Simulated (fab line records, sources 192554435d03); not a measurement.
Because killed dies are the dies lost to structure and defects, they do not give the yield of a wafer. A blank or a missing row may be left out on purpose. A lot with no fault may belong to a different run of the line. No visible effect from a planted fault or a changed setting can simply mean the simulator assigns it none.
fab line records    flow n5_finfet
record lots=14  wafers=40  last_day=22
route steps=1938 shown SD_EPI_P@303 SD_ACTIVATION@330 BEOL_M4@1111
lots that met no fault: from a run of the same line without faults
start_h: the number of hours between the record's first day and the start of the first shown wafer of the lot    wait_h: hours since the lot's step before    " repeats the value in the row above    L1.1+2: a single row standing in for several wafers    - no value, or no start was given    * or withheld: withheld    < > ~ a bound
route shown NAME@n: a module of which the file shows steps, and the number in the route of the first    usual: mean/standard deviation of fault-free wafers    same: alike in all rows    chamber/n: place in a boat    sites: readings site by site    _std_site: how widely they spread, as a standard deviation    _edge_site: inner sites' mean taken away from outer sites' mean    radius_mm: for every site, how far away it sits from the centre of the wafer    mask NAME#n: copy n    behind: the last tool/chamber to shape the wafer    hold: why the lot was held/for how many hours/how that ended    device: which transistor (n, p or np) failed to switch    end of line: tests run on the same wafers once the route is complete    a step given without rows: its recipe and nothing more    killed: not the wafer's yield, but the dies lost to structure and defects at the first sort    map: dies across one wafer; x = killed, . = not, _ = none there
set.NAME: the setting the step ran with; set.NAME@STEP: the setting that earlier step ran with    model.NAME: the simulator's own value behind a step, which no gauge read
the route's steps for a sample of lots (tables are steps, rows are wafers)
services: a tool's chamber out of use, with start hour (start_h, from the record's first day; less than 0 if before it), hours out, and reason
## steps
# step N5_SD_EPI_P_CD_MEAS_09
# recipe target_cd_nm=240  landing_energy_ev=500  detector=se_inlens
# usual cd_nm=239.8/0.7
lot.wafer  tool       chamber  start_h  wait_h  cd_nm
L961.1     cd_sem-01  0        53.82    -       240.1
L961.3     "          0        "        "       240.3
L961.5     "          0        "        "       240.0
L962.2     cd_sem-01  0        64.21    -       240.2
L962.4     "          0        "        "       239.3
L962.5     "          0        "        "       239.5
L965.4     cd_sem-03  0        78.40    -       240.7
L965.5     "          0        "        "       241.3
L965.6     "          0        "        "       240.1
L966.1     cd_sem-02  0        84.03    -       240.0
L966.3     "          0        "        "       239.3
L966.4     "          0        "        "       239.8
L967.3     cd_sem-01  0        89.85    -       241.2
L967.4     "          0        "        "       239.8
L967.5     "          0        "        "       240.2
L968.1     cd_sem-03  0        96.07    -       240.2
L968.2     "          0        "        "       239.6
L968.4     "          0        "        "       239.7
L969.1     cd_sem-03  0        103.46   -       239.2
L969.3     "          0        "        "       239.7
L969.6     "          0        "        "       240.0
L970.2     cd_sem-01  0        112.94   -       240.0
L970.3     "          0        "        "       239.9
L970.4     "          0        "        "       240.5
L971.4     cd_sem-01  0        115.39   -       240.5
L971.5     "          0        "        "       239.9
L971.6     "          0        "        "       240.5
L973.3     cd_sem-01  0        127.73   -       238.8
L973.5     "          0        "        "       239.5
L973.6     "          0        "        "       239.9
L975.2     cd_sem-03  0        138.37   -       240.2
L975.5     "          0        "        "       240.3
L975.6     "          0        "        "       239.7
L980.1     cd_sem-03  0        166.31   -       239.7
L980.4     "          0        "        "       239.5
L981.1     cd_sem-03  0        173.47   -       238.5
L981.2     "          0        "        "       238.6
L984.3     cd_sem-01  0        197.08   -       239.9
L984.4     "          0        "        "       239.3
L984.5     "          0        "        "       239.4
# step N5_SD_EPI_P_ETCH_16
# recipe chemistry=CHF3/O2  target=SiO2  target_depth_a=50  mask_material=SOC  pressure_mtorr=30  source_w=650  bias_w=170  Ar_flow_sccm=200  CHF3_flow_sccm=50  O2_flow_sccm=5  ion_energy_ev=200
# usual drypump_motor_current_A=5.8/0.36  oes_o_777_au=0.81/0.093  oes_product_au=0.81/0.094  rf_vpp_V=521/6.1  showerhead_plenum_p_Torr=2.40/0.07  throttle_valve_pct=18.92/0.19
lot.wafer  tool         chamber  start_h  wait_h  drypump_motor_current_A  oes_o_777_au  oes_product_au  rf_hours_counter_h  rf_vpp_V  showerhead_plenum_p_Torr  throttle_valve_pct
L961.1     rie_diel-03  1        54.62    0.1     5.2                      0.72          0.73            182                 532       2.49                      18.69
L961.3     "            0        "        "       6.0                      0.99          0.97            2                   530       2.38                      18.92
L961.5     "            0        "        "       6.0                      0.99          0.98            -                   529       2.38                      18.94
L962.2     rie_diel-01  0        64.91    0.1     5.4                      0.70          0.69            229                 518       2.38                      19.22
L962.4     "            1        "        "       5.6                      0.74          0.75            196                 519       2.30                      19.13
L962.5     "            0        "        "       5.4                      0.70          0.70            -                   518       2.38                      19.23
L965.4     rie_diel-01  0        79.12    0.0     5.4                      0.70          0.69            -                   520       2.38                      19.22
L965.5     "            2        "        "       5.7                      0.86          0.86            -                   529       2.45                      19.02
L965.6     "            1        "        "       5.6                      0.74          0.73            -                   519       2.30                      19.11
L966.1     rie_diel-03  0        84.73    0.1     6.0                      0.96          0.95            10                  527       2.37                      18.94
L966.3     "            2        "        "       5.9                      0.89          0.89            23                  518       2.46                      18.81
L966.4     "            3        "        "       6.1                      0.84          0.85            67                  517       2.34                      18.67
L967.3     rie_diel-01  1        90.63    0.1     5.6                      0.74          0.73            205                 519       2.30                      19.11
L967.4     "            1        "        "       5.6                      0.73          0.73            -                   520       2.30                      19.13
L967.5     "            0        "        "       5.4                      0.70          0.69            -                   520       2.38                      19.24
L968.1     rie_diel-01  3        96.77    0.1     6.1                      1.01          0.99            0                   514       2.46                      18.63
L968.2     "            0        "        "       5.4                      0.70          0.68            241                 519       2.38                      19.23
L968.4     "            2        "        "       5.7                      0.85          0.86            46                  529       2.45                      19.04
L969.1     rie_diel-03  0        104.16   0.1     6.0                      0.94          0.91            16                  529       2.37                      18.96
L969.3     "            3        "        "       6.2                      0.84          0.84            71                  517       2.34                      18.66
L969.6     "            2        "        "       5.8                      0.89          0.88            -                   518       2.46                      18.81
L970.2     rie_diel-03  1        113.66   0.1     5.2                      0.71          0.71            200                 533       2.49                      18.70
L970.3     "            3        "        "       6.1                      0.84          0.83            74                  517       2.34                      18.66
L970.4     "            2        "        "       5.9                      0.87          0.86            31                  519       2.46                      18.82
L971.4     rie_diel-06  1        116.09   0.1     6.3                      0.67          0.66            248                 514       2.38                      19.32
L971.5     "            1        "        "       6.3                      0.67          0.67            -                   513       2.38                      19.31
L971.6     "            2        "        "       5.5                      0.84          0.84            -                   523       2.44                      18.80
L973.3     rie_diel-03  2        128.61   0.1     5.9                      0.86          0.86            37                  517       2.46                      18.84
L973.5     "            3        "        "       6.2                      0.83          0.83            -                   517       2.34                      18.67
L973.6     "            2        "        "       5.9                      0.87          0.86            -                   519       2.46                      18.83
L975.2     rie_diel-03  1        139.07   0.1     5.2                      0.71          0.70            208                 533       2.48                      18.70
L975.5     "            0        "        "       6.0                      0.92          0.90            -                   528       2.37                      18.97
L975.6     "            3        "        "       6.2                      0.83          0.82            -                   517       2.34                      18.67
L980.1     rie_diel-01  2        167.10   0.1     5.7                      0.82          0.82            68                  529       2.44                      19.07
L980.4     "            0        "        "       5.4                      0.94          0.94            9                   518       2.37                      18.85
L981.1     rie_diel-01  2        174.17   0.1     5.7                      0.81          0.83            70                  527       2.44                      19.08
L981.2     "            3        "        "       6.0                      0.92          0.92            26                  514       2.45                      18.69
L984.3     rie_diel-06  2        198.16   0.1     5.5                      0.80          0.80            112                 522       2.43                      18.83
L984.4     "            1        "        "       6.3                      0.93          0.93            17                  514       2.37                      18.92
L984.5     "            1        "        "       6.3                      0.93          0.94            -                   513       2.37                      18.92
# step N5_SD_EPI_P_PRECLEAN_51
# recipe chemistry=NF3:NH3  afs_cycles=1  temp_c=30  time_s=20  sublimation_temp_c=180  sublimation_time_s=60  pressure_torr=3  rf_power_w=30
lot.wafer   tool          chamber  start_h  wait_h
L961.1+3+5  epi_rpcvd-03  0        54.99    0.0
L962.2+4+5  epi_rpcvd-01  0        65.32    0.1
L965.4+5+6  epi_rpcvd-01  0        79.57    0.1
L966.1+3+4  epi_rpcvd-01  0        85.11    0.0
L967.3+4+5  epi_rpcvd-01  0        91.07    0.1
L968.1+2+4  epi_rpcvd-01  0        97.15    0.0
L969.1+3+6  epi_rpcvd-04  0        104.54   0.0
L970.2+3+4  epi_rpcvd-01  0        114.06   0.1
L971.4+5+6  epi_rpcvd-04  0        116.56   0.1
L973.3+5+6  epi_rpcvd-04  0        129.05   0.1
L975.2+5+6  epi_rpcvd-01  0        139.48   0.1
L980.1+4    epi_rpcvd-01  0        167.47   0.0
L981.1+2    epi_rpcvd-01  0        174.55   0.0
L984.3+4+5  epi_rpcvd-04  0        198.59   0.1
# step N5_SD_EPI_P_EPI_MEAS_23
# recipe mode=xrd
# usual thk_nm=61.0/1.3
lot.wafer  tool           chamber  start_h  wait_h  thk_nm
L961.1     film_metro-02  -        58.39    2.4     59.6
L961.3     "              -        "        "       58.4
L961.5     "              -        "        "       58.0
L962.2     film_metro-02  -        67.96    1.5     62.2
L962.4     "              -        "        "       60.3
L962.5     "              -        "        "       61.9
L965.4     film_metro-01  -        82.06    0.8     60.5
L965.5     "              -        "        "       62.4
L965.6     "              -        "        "       61.3
L966.1     film_metro-02  -        87.67    1.8     59.9
L966.3     "              -        "        "       62.5
L966.4     "              -        "        "       60.6
L967.3     film_metro-02  -        93.57    1.1     60.7
L967.4     "              -        "        "       61.0
L967.5     "              -        "        "       61.8
L968.1     film_metro-01  -        99.71    1.8     61.7
L968.2     "              -        "        "       63.2
L968.4     "              -        "        "       59.9
L969.1     film_metro-02  -        107.93   2.4     61.0
L969.3     "              -        "        "       61.8
L969.6     "              -        "        "       60.0
L970.2     film_metro-01  -        116.59   1.5     60.6
L970.3     "              -        "        "       62.0
L970.4     "              -        "        "       59.1
L971.4     film_metro-02  -        119.03   0.8     61.5
L971.5     "              -        "        "       60.0
L971.6     "              -        "        "       59.4
L973.3     film_metro-02  -        131.55   1.1     62.1
L973.5     "              -        "        "       59.8
L973.6     "              -        "        "       62.0
L975.2     film_metro-02  -        142.01   1.5     62.5
L975.5     "              -        "        "       63.1
L975.6     "              -        "        "       62.1
L980.1     film_metro-01  -        170.88   2.5     54.4
L980.4     "              -        "        "       53.7
L981.1     film_metro-01  -        177.94   2.4     53.5
L981.2     "              -        "        "       60.1
L984.3     film_metro-01  -        201.11   1.1     61.1
L984.4     "              -        "        "       60.0
L984.5     "              -        "        "       60.2
# step N5_SD_ACTIVATION_RTA_00
# recipe temp_c=975  time_s=0  ambient=N2  idle_temp_c=600  ramp_up_c_per_s=150  ramp_down_c_per_s=60  cool_to_c=600
# usual lamp_power_pct=8.96/0.052  lamp_zone_5_pct=8.953/0.027  wafer_temp_C_max=975.1/2
# same time_s=0
lot.wafer  tool           chamber  start_h  wait_h  lamp_power_pct  lamp_zone_5_pct  wafer_temp_C_max
L961.1     rtp_anneal-02  0        58.69    0.1     8.94            8.907            973.8
L961.3     "              0        "        "       9.01            8.921            978.4
L961.5     "              0        "        "       8.97            8.950            974.1
L962.2     rtp_anneal-02  0        68.30    0.2     8.99            8.933            976.4
L962.4     "              0        "        "       8.98            8.920            975.7
L962.5     "              0        "        "       8.88            8.956            977.6
L965.4     rtp_anneal-02  0        82.46    0.2     8.94            8.976            975.2
L965.5     "              0        "        "       9.03            8.925            976.2
L965.6     "              0        "        "       9.00            8.921            974.3
L966.1     rtp_anneal-01  0        88.04    0.2     9.00            8.985            976.4
L966.3     "              0        "        "       8.96            8.913            973.5
L966.4     "              0        "        "       8.97            8.933            976.7
L967.3     rtp_anneal-02  0        93.82    0.1     9.00            8.930            974.3
L967.4     "              0        "        "       8.94            9.009            974.1
L967.5     "              0        "        "       9.01            8.968            978.2
L968.1     rtp_anneal-01  0        99.91    0.0     8.91            8.970            974.0
L968.2     "              0        "        "       9.02            8.953            975.5
L968.4     "              0        "        "       8.88            8.895            972.2
L969.1     rtp_anneal-02  0        108.13   0.0     8.94            8.941            976.9
L969.3     "              0        "        "       8.96            8.959            974.4
L969.6     "              0        "        "       9.04            8.955            973.1
L970.2     rtp_anneal-02  0        117.00   0.2     8.94            8.948            976.9
L970.3     "              0        "        "       8.94            8.964            975.0
L970.4     "              0        "        "       8.91            8.978            971.2
L971.4     rtp_anneal-02  0        119.32   0.1     8.91            8.945            975.6
L971.5     "              0        "        "       9.01            8.945            975.1
L971.6     "              0        "        "       9.04            8.978            975.9
L973.3     rtp_anneal-02  0        131.83   0.1     8.95            8.949            975.8
L973.5     "              0        "        "       9.03            9.018            976.0
L973.6     "              0        "        "       8.99            8.925            975.2
L975.2     rtp_anneal-01  0        142.29   0.1     9.03            8.930            975.6
L975.5     "              0        "        "       8.96            8.956            975.7
L975.6     "              0        "        "       8.88            8.925            972.8
L980.1     rtp_anneal-01  0        171.09   0.0     8.95            8.994            974.0
L980.4     "              0        "        "       8.99            8.940            977.0
L981.1     rtp_anneal-01  0        178.19   0.1     8.96            8.942            977.2
L981.2     "              0        "        "       8.95            8.878            972.8
L984.3     rtp_anneal-01  0        201.54   0.3     8.97            8.963            972.7
L984.4     "              0        "        "       8.98            8.922            976.7
L984.5     "              0        "        "       9.01            8.952            975.8
# step N5_SD_ACTIVATION_RS_MEAS_03
# recipe thk_meas_gauge=four-point-probe
# usual RS_SD_N=21.86/0.28  RS_SD_P=55.9/0.89
lot.wafer  tool           chamber  start_h  wait_h  RS_SD_N[ohm/sq]  RS_SD_P[ohm/sq]
L961.1     film_metro-01  -        59.12    0.2     21.96            56.5
L961.3     "              -        "        "       22.02            58.0
L961.5     "              -        "        "       21.84            58.1
L962.2     film_metro-01  -        68.69    0.2     21.88            55.0
L962.4     "              -        "        "       21.73            56.0
L962.5     "              -        "        "       21.71            54.3
L965.4     film_metro-01  -        82.84    0.1     22.11            55.7
L965.5     "              -        "        "       22.31            56.9
L965.6     "              -        "        "       22.03            56.2
L966.1     film_metro-01  -        88.45    0.2     22.18            56.9
L966.3     "              -        "        "       21.97            55.9
L966.4     "              -        "        "       21.97            56.4
L967.3     film_metro-02  -        94.21    0.2     21.66            54.9
L967.4     "              -        "        "       21.51            54.7
L967.5     "              -        "        "       21.18            55.4
L968.1     film_metro-01  -        100.31   0.2     21.33            56.6
L968.2     "              -        "        "       21.58            56.7
L968.4     "              -        "        "       21.49            57.2
L969.1     film_metro-02  -        108.54   0.2     21.97            55.9
L969.3     "              -        "        "       21.65            55.5
L969.6     "              -        "        "       21.72            56.0
L970.2     film_metro-01  -        117.39   0.2     21.79            55.9
L970.3     "              -        "        "       22.13            54.6
L970.4     "              -        "        "       22.03            54.7
L971.4     film_metro-02  -        119.69   0.1     22.10            56.2
L971.5     "              -        "        "       22.32            55.9
L971.6     "              -        "        "       21.95            56.1
L973.3     film_metro-02  -        132.21   0.2     21.59            56.4
L973.5     "              -        "        "       22.24            56.6
L973.6     "              -        "        "       22.04            56.4
L975.2     film_metro-02  -        142.69   0.2     22.05            54.0
L975.5     "              -        "        "       22.06            54.2
L975.6     "              -        "        "       21.78            55.0
L980.1     film_metro-02  -        171.49   0.2     22.00            62.0
L980.4     "              -        "        "       21.68            62.6
L981.1     film_metro-02  -        178.59   0.2     21.80            64.8
L981.2     "              -        "        "       21.97            56.8
L984.3     film_metro-02  -        201.94   0.2     22.09            55.9
L984.4     "              -        "        "       21.96            56.2
L984.5     "              -        "        "       21.98            55.8
# step N5_BEOL_M4_RC_MEAS_101
# usual DIBL_N=36.3/1.1  DIBL_P=36.3/1.4  IOFF_N=0.155/0.019  IOFF_P=0.211/0.027  IOFF_P_LIN=0.100/0.011  IOFF_P_LONG=0.000106/6.9e-06  ION_N=672/8.5  ION_P=462/5.8  REXT_P=100.3/2.1  RS_SD_P=65.8/0.98  SS_N=71.5/0.56  SS_P=73.3/0.52  VT_N=249.9/2.5  VT_P=-249.8/2.8  VT_P_LVT=-98.5/2
lot.wafer  tool       chamber  start_h  wait_h  DIBL_N[mV/V]  DIBL_P[mV/V]  IOFF_N[nA/um]  IOFF_P[nA/um]  IOFF_P_LIN[nA/um]  IOFF_P_LONG[nA/um]  ION_N[uA/um]  ION_P[uA/um]  REXT_P[ohm.um]  RS_SD_P[ohm/sq]  SS_N[mV/dec]  SS_P[mV/dec]  VT_N[mV]  VT_P[mV]  VT_P_LVT[mV]
L961.1     prober-01  0        196.11   0.0     39.0          37.5          0.173          0.234          0.105              0.00011             668           458           102.9           66.3             72.5          74.6          250.1     -247.6    -97.5
L961.3     "          0        "        "       36.3          36.0          0.139          0.203          0.096              0.00011             675           463           102.2           67.9             70.9          73.4          250.3     -250.4    -99.4
L961.5     "          0        "        "       36.8          35.1          0.135          0.192          0.091              0.000108            670           453           103.2           68.6             72.2          73.6          253.8     -255.3    -99.2
L962.2     prober-01  0        210.19   0.2     37.5          38.2          0.185          0.238          0.108              0.000109            676           460           100.5           64.4             71.3          74.3          247.9     -248.6    -96.5
L962.4     "          0        "        "       37.8          39.5          0.200          0.248          0.109              0.000104            675           459           100.4           66.1             73.1          74.2          245.3     -248.1    -95.9
L962.5     "          0        "        "       35.0          35.7          0.143          0.190          0.091              0.000104            670           463           101.1           64.3             71.3          73.0          250.0     -251.1    -99.7
L965.4     prober-01  0        238.37   0.5     37.2          37.1          0.172          0.244          0.113              0.000115            676           472           98.2            65.3             71.9          73.9          248.4     -244.4    -96.6
L965.5     "          0        "        "       36.5          36.6          0.161          0.243          0.113              0.000117            672           467           97.5            66.1             71.8          73.0          247.0     -247.3    -95.7
L965.6     "          0        "        "       35.9          35.2          0.140          0.227          0.106              0.000114            669           469           97.3            65.6             71.0          72.7          252.1     -248.4    -96.9
L966.1     prober-01  0        250.22   0.0     36.3          36.4          0.166          0.199          0.096              0.000107            684           462           102.0           66.9             71.2          73.6          248.7     -252.6    -98.8
L966.3     "          0        "        "       34.8          33.7          0.135          0.167          0.086              0.000103            677           463           102.6           66.6             71.3          72.6          252.9     -251.8    -101.2
L966.4     "          0        "        "       36.3          35.6          0.171          0.199          0.097              0.000105            691           465           102.3           66.6             71.8          73.6          248.2     -250.2    -99.6
L967.3     prober-01  0        257.20   0.3     38.0          36.8          0.165          0.207          0.095              9e-05               667           454           96.5            64.1             71.7          73.4          248.1     -253.2    -100.8
L967.4     "          0        "        "       37.0          36.1          0.151          0.196          0.093              9.5e-05             676           456           95.8            64.6             70.8          72.4          249.1     -252.9    -101.1
L967.5     "          0        "        "       37.8          36.5          0.166          0.200          0.093              9.3e-05             680           455           96.2            65.2             71.3          73.5          249.3     -253.1    -101.7
L968.1     prober-02  0        289.57   0.0     36.7          37.0          0.177          0.217          0.102              0.000103            689           466           98.7            66.4             71.6          74.0          250.4     -248.3    -98.5
L968.2     "          0        "        "       37.7          37.7          0.182          0.223          0.103              0.000105            677           459           99.3            66.2             72.3          73.2          245.9     -247.1    -98.5
L968.4     "          0        "        "       36.1          34.9          0.156          0.183          0.089              0.0001              670           456           100.3           67.4             71.0          73.2          249.7     -251.6    -100.8
L970.2     prober-02  0        311.20   0.2     35.9          36.0          0.138          0.162          0.081              0.0001              662           451           100.7           66.5             71.5          73.4          250.9     -255.3    -100.3
L970.3     "          0        "        "       35.7          35.8          0.138          0.165          0.083              9.8e-05             671           455           100.4           64.0             71.1          72.9          253.8     -253.9    -99.2
L970.4     "          0        "        "       35.2          35.6          0.128          0.158          0.080              0.000101            668           456           99.0            65.8             70.8          72.3          255.3     -256.4    -100.5
L971.4     prober-02  0        322.57   0.5     36.8          35.7          0.137          0.201          0.098              0.000108            677           467           102.6           66.3             70.4          72.5          250.5     -250.7    -99.5
L971.5     "          0        "        "       37.9          37.1          0.163          0.222          0.105              0.00011             675           468           103.0           65.9             71.6          73.2          249.0     -246.1    -97.7
L971.6     "          0        "        "       37.7          37.4          0.156          0.216          0.101              0.00011             672           461           104.1           66.1             71.7          74.0          248.3     -251.8    -98.9
L973.3     prober-01  0        335.78   0.3     34.7          33.6          0.137          0.184          0.091              0.000105            666           458           97.8            66.6             70.4          72.8          250.3     -251.3    -99.5
L973.5     "          0        "        "       36.8          35.7          0.175          0.211          0.099              0.000105            667           453           99.1            66.2             71.2          73.8          248.7     -250.6    -98.0
L973.6     "          0        "        "       35.3          34.6          0.146          0.197          0.095              0.000104            665           458           96.8            67.2             70.7          73.1          248.0     -250.7    -98.6
L975.2     prober-02  0        355.04   0.2     36.0          35.6          0.151          0.238          0.112              0.000115            667           468           99.6            63.9             71.7          73.2          248.3     -246.1    -96.2
L975.5     "          0        "        "       34.5          33.9          0.128          0.210          0.104              0.000115            662           464           99.7            64.3             70.8          72.8          253.7     -245.9    -97.7
L975.6     "          0        "        "       36.7          36.1          0.169          0.253          0.119              0.000119            682           467           99.9            64.3             71.6          72.9          245.5     -243.8    -96.4
L984.3     prober-02  0        364.69   0.3     37.2          36.6          0.171          0.241          0.114              0.000116            678           467           101.8           66.1             72.2          73.7          251.6     -246.2    -98.0
L984.4     "          0        "        "       38.7          36.8          0.196          0.250          0.118              0.000112            671           461           102.6           65.8             72.8          73.2          246.3     -246.9    -97.7
L984.5     "          0        "        "       37.2          35.6          0.161          0.223          0.108              0.000111            674           464           101.9           66.0             71.9          73.3          247.5     -249.5    -98.2
L981.1     prober-02  0        390.06   0.0     36.5          34.9          0.150          0.139          0.072              0.00013             676           433           132.8           76.1             71.5          72.6          250.0     -260.4    -109.3
L981.2     "          0        "        "       37.2          37.6          0.175          0.237          0.114              0.000113            686           467           102.8           66.5             71.5          73.8          245.8     -248.3    -98.0
L980.1     prober-02  0        391.34   0.0     36.7          35.3          0.160          0.144          0.074              0.000129            677           434           131.8           74.7             71.3          72.6          248.6     -257.6    -106.6
L980.4     "          0        "        "       37.0          36.0          0.168          0.146          0.072              0.000129            684           435           133.3           74.3             70.9          72.2          249.9     -258.7    -107.7
L969.1     prober-02  0        399.64   0.0     35.6          35.6          0.134          0.184          0.088              0.0001              670           460           99.8            66.3             71.4          73.3          250.1     -253.3    -101.8
L969.3     "          0        "        "       35.7          36.2          0.138          0.190          0.089              0.000101            664           463           99.3            65.6             71.3          72.7          251.8     -253.4    -100.2
L969.6     "          0        "        "       36.2          36.6          0.144          0.195          0.091              0.000102            668           461           99.9            66.4             71.4          73.2          250.7     -251.7    -99.6
## services
tool           chamber  start_h  hours  kind
rie_diel-01    1        48.99    5.8    repair
epi_rpcvd-04   -        65.16    6.0    pm
epi_rpcvd-04   -        72.40    1.5    repair
rie_diel-01    3        77.62    -      clean
rie_diel-01    3        77.62    -      consumable_replace:focus_ring
rie_diel-01    3        77.62    17.9   scheduled_down
rie_diel-01    3        77.62    17.9   vent_cycle
rie_diel-03    -        82.64    0.7    repair
rie_diel-03    3        106.94   1.8    repair
rie_diel-06    1        123.02   -      clean
rie_diel-06    1        123.02   -      consumable_replace:focus_ring
rie_diel-06    1        123.02   17.3   scheduled_down
rie_diel-06    1        123.02   17.3   vent_cycle
rie_diel-03    0        125.34   6.0    repair
rie_diel-01    0        128.42   -      clean
rie_diel-01    0        128.42   -      consumable_replace:focus_ring
rie_diel-01    0        128.42   12.2   scheduled_down
rie_diel-01    0        128.42   12.2   vent_cycle
epi_rpcvd-04   -        132.34   1.8    repair
rie_diel-01    2        154.65   6.9    repair
rtp_anneal-02  -        164.30   4.1    pm
rtp_anneal-02  -        188.01   0.9    repair
rie_diel-01    0        189.86   5.1    repair
## key
first_sign step=N5_SD_EPI_P_EPI_MEAS_23  reading=thk_nm  direction=down  sigmas=5.7  usual=*  struck=*
effect step=N5_SD_ACTIVATION_RS_MEAS_03  reading=RS_SD_P  direction=up  sigmas=8.1  usual=55.9  struck=63.1
effect step=N5_BEOL_M4_RC_MEAS_101  reading=REXT_P  direction=up  sigmas=15  usual=100.3  struck=132.7
effect step=N5_BEOL_M4_RC_MEAS_101  reading=RS_SD_P  direction=up  sigmas=9.5  usual=65.8  struck=75.0
effect step=N5_BEOL_M4_RC_MEAS_101  reading=VT_P_LVT  direction=down  sigmas=4.8  usual=-98.5  struck=-107.9
effect step=N5_BEOL_M4_RC_MEAS_101  reading=ION_P  direction=down  sigmas=4.7  usual=462  struck=434
effect step=N5_BEOL_M4_RC_MEAS_101  reading=IOFF_P_LONG  direction=up  sigmas=3.3  usual=0.000106  struck=0.000129
effect step=N5_BEOL_M4_RC_MEAS_101  reading=VT_P  direction=down  sigmas=3.2  usual=-249.8  struck=-258.9
effect step=N5_BEOL_M4_RC_MEAS_101  reading=IOFF_P_LIN  direction=down  sigmas=2.5  usual=0.100  struck=0.073
effect step=N5_BEOL_M4_RC_MEAS_101  reading=IOFF_P  direction=down  sigmas=2.5  usual=0.211  struck=0.143
met_at N5_SD_EPI_P_PRECLEAN_51
struck_lots L980,L981
struck_wafers L980.1,L980.4,L981.1
sort_left_out L980.1,L980.4,L981.1
not_acting_at N5_SD_EPI_P_CD_MEAS_09,N5_SD_EPI_P_ETCH_16,N5_SD_ACTIVATION_RTA_00
onset_between 139.48 167.47
fault kind=process_parameter_drift  tool=epi_rpcvd-01  chamber=-  onset_h=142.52  steps=N5_SD_EPI_P_PRECLEAN_51  channel=time_s  offset=*  shape=step  end_h=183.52  scope=struck_wafers_only  acts_in=*  stated=*
# sort_left_out: the simulated sort isn't trusted on such a fault, so these wafers' sort isn't shown, and their yield isn't known
